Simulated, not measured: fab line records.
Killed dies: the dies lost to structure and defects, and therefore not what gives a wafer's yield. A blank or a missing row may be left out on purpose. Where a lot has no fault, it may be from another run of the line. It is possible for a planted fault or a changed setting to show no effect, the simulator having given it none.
The tool behind it: which one?	flow nand_harc	7 lots with 20 wafers sampled at 5 steps, on a route of 1302 steps

== WHAT THE GAUGES SHOWED, per wafer ==
NHARC_END_SORT_01.
lot	measured	on	defect_limited_yield (%)
L617	day 29 10:23	prober-02	91.4 91.3 92.3

== WHAT TOOL EACH LOT RAN ON (gives the tool, then ch and the chambers of the sampled wafers, and finally the start) ==
lot	NHARC_P_M1_PRE_CLEAN_32	NHARC_P_M2_PVD_20	NHARC_P_M2_ANNEAL_31	NHARC_P_M2_DEP_33
L606	pecvd-01 ch 0,1,2, day 7 06:58	pvd_sputter-03, day 7 10:28 or earlier	rtp_anneal-02 ch 0, day 7 10:28	pecvd-03 ch 0,1,2, day 7 11:25
L609	pecvd-03 ch 0,1, day 8 04:55	pvd_sputter-01, day 8 08:10 or earlier	rtp_anneal-01 ch 0, day 8 08:10	pecvd-04 ch 0,1,2, day 8 09:08
L611	pecvd-01 ch 1,2, day 9 05:11	pvd_sputter-02, day 9 08:37 or earlier	rtp_anneal-02 ch 0, day 9 08:37	pecvd-04 ch 0,1, day 9 09:33
L617	pecvd-03 ch 1,2, day 11 15:10	pvd_sputter-02, day 11 18:18 or earlier	rtp_anneal-02 ch 0, day 11 18:18	pecvd-03 ch 0,1,2, day 11 19:16
L618	pecvd-03 ch 0,1,2, day 12 10:38	pvd_sputter-01, day 12 13:58 or earlier	rtp_anneal-01 ch 0, day 12 13:58	pecvd-01 ch 0,1, day 12 14:58
L623	pecvd-03 ch 1,2, day 14 06:11	pvd_sputter-02, day 14 09:22 or earlier	rtp_anneal-02 ch 0, day 14 09:22	pecvd-03 ch 0,1, day 14 10:20
L626	pecvd-03 ch 0,2, day 15 16:52	pvd_sputter-02, day 15 20:08 or earlier	rtp_anneal-02 ch 0, day 15 20:08	pecvd-01 ch 0,1, day 15 21:08
- NHARC_P_M1_PRE_CLEAN_32: time 12 s.
- NHARC_P_M2_PVD_20: deposits TaN, target thk 5 nm, time 8.06 s.
- NHARC_P_M2_ANNEAL_31: time 90 s.
- NHARC_P_M2_DEP_33: deposits SiCN, target thk 30 nm.

== THE ANSWER, worked out from the rows above alone ==
Rule: the lots themselves supply what counts as usual. The widest of any qualifying gaps counts: lots, ordered by their means at a reading, are off when they make up no more than a third of the lots, leave a main group of 4 or more, and stand apart from it by 3 or more times the standard deviation of that group's means. A main group whose means are all the same, to the digits that the tables above print for the reading, isn't used. A lot without any number at a reading at which 4 lots or more have one is off too. The other lots that the step has rows for count as sound.
Across all readings shown, no lot is off: no conclusion can be drawn from this.

== WHAT THE SIMULATOR HAD PUT IN ==
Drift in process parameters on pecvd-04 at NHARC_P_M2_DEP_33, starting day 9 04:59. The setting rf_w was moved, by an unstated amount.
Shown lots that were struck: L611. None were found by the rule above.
